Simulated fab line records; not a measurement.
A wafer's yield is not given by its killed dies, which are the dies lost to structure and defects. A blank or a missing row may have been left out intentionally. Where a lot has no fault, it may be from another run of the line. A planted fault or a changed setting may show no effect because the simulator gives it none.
A struck lot beside a sound one :: flow nand-harc :: 17 out of 1159 route steps
Sound: these wafers, L408.2, L408.4, L408.5. Struck: wafers L411.2, L411.3, L411.4. The cause is given at the end.
Order at every step that has rows: each side's tool, ch and its chambers, its first start. Under that, the readings that differ: sound wafers :: struck wafers :: difference of the means :: sigmas: that difference in standard deviations of wafers without a fault.
alike: a reading whose means differ by less than 2 such deviations, as well as words and numbers matching on both sides. not compared: withheld readings; readings where some wafer has no value; bounds like >300 that might hide an equal value; numbers whose values overlap and for which the record gives no deviation.
A row with sigmas, a row that says differs or no value, or rows on one side alone: a step with any of these is where the two part. Numbers that don't overlap but have no deviation are shown without sigmas and don't part them. A reading missing from all wafers of one side parts the sides only when that side holds two or more wafers.

first, 2 steps without rows for these wafers: NHARC_A_BONDPAD_ETCH_34 (etches the open film in N2/H2, target depth 60 nm, overetch 18 nm, time 65.91 s); NHARC_A_BONDPAD_ETCH_12 (etches the open film in CHF3/O2, target depth 220 nm, time 110 s).
NHARC_A_BONDPAD_CD_MEAS_13:
  sound: cd-sem-03 at day 18 07:29; struck: cd-sem-02 at day 18 15:32
  alike: cd-nm
NHARC_A_BONDPAD_STRIP_15: strips in O2.
  sound on rie-diel-09 ch 0,1,2, day 18 07:34; struck on rie-diel-09 ch 0,1,2, day 18 15:37
  alike: drypump-motor-current-A, mfc-ar-sccm, oes-product-au, rf-vpp-V, showerhead-plenum-p-Torr, throttle-valve-pct
  not compared: rf-hours-counter-h
NHARC_A_BONDPAD_ETCH_24: etches the open film in CF4/N2, target depth 30 nm, time 72.99 s.
  sound on rie-diel-09 ch 0,1,3; struck on rie-diel-09 ch 0,1,3
  alike: bias-w, drypump-motor-current-A, mfc-ar-sccm, oes-product-au, rf-vpp-V, showerhead-plenum-p-Torr, throttle-valve-pct
  not compared: rf-hours-counter-h
then, 1 step without rows for these wafers: NHARC_A_BONDPAD_STRIP_16 (strips in post etch residue remover, time 600 s).
NHARC_A_BONDPAD_DEGAS_25: time 60 s.
  sound: pvd-sputter-02 at day 18 08:07; struck: pvd-sputter-03 at day 18 16:10
  alike: heater-power-w
then, 2 steps without rows for these wafers: NHARC_A_BONDPAD_PRE_CLEAN_26 (time 30 s); NHARC_A_BONDPAD_PVD_17 (deposits TaN, target thk 5 nm, time 8.06 s).
NHARC_A_BONDPAD_PVD_27: deposits Cu, target thk 30 nm, time 20.49 s.
  sound on pvd-sputter-02; struck on pvd-sputter-03
  alike: throttle-valve-pct
then, 1 step without rows for these wafers: NHARC_A_BONDPAD_ECD_18 (material Cu, target thk 400 nm).
NHARC_A_BONDPAD_ANNEAL_28: time 90 s.
  sound on rtp-anneal-01 ch 0, day 18 09:00; struck on rtp-anneal-01 ch 0, day 18 16:58
  alike: wafer_temp_C_max
NHARC_A_BONDPAD_CMP_19: polishes, t overpolish 30 s, cu recess touch 16 s, target thk 169.8 nm.
  sound on cmp-04 ch 1,3, day 18 09:19; struck on cmp-04 ch 0,1,2, day 18 17:17
  no value came back on the struck wafers for any of 5 readings (cu-recess-touch-s (s), edge-zone-pressure-frac and others); on the sound wafers cu-recess-touch-s (s) reads 16 16 16
NHARC_A_BONDPAD_THK_MEAS_20: measures by xrf.
  sound: film-metro-02 at day 18 09:37; struck: film-metro-02 at day 18 17:34
reading: thk-nm (nm)
sound: 168.1 168.6 169.5
struck: 398.8 403.1 399.2
difference: +231.6
sigmas: +99 or more
then, 1 step without rows for these wafers: NHARC_A_BONDPAD_SRD_21 (time 30 s, dry time 20 s).
NHARC_A_BONDPAD_INSPECT_23:
  sound: defect-inspect-01 at day 18 09:49; struck: defect-inspect-01 at day 18 17:47
reading: raw-defect-count
sound: 606 473 414
struck: 3279 3428 3108
difference: +2774
sigmas: +25
NHARC_END_SORT_01:
  here the record holds rows for the struck wafers (prober-01 ch 0, day 20 09:13) but none for the sound ones

## WHERE THEY PART
First at NHARC_A_BONDPAD_CMP_19; last, within this record, at NHARC_END_SORT_01.

WHY: what had been put in by the simulator
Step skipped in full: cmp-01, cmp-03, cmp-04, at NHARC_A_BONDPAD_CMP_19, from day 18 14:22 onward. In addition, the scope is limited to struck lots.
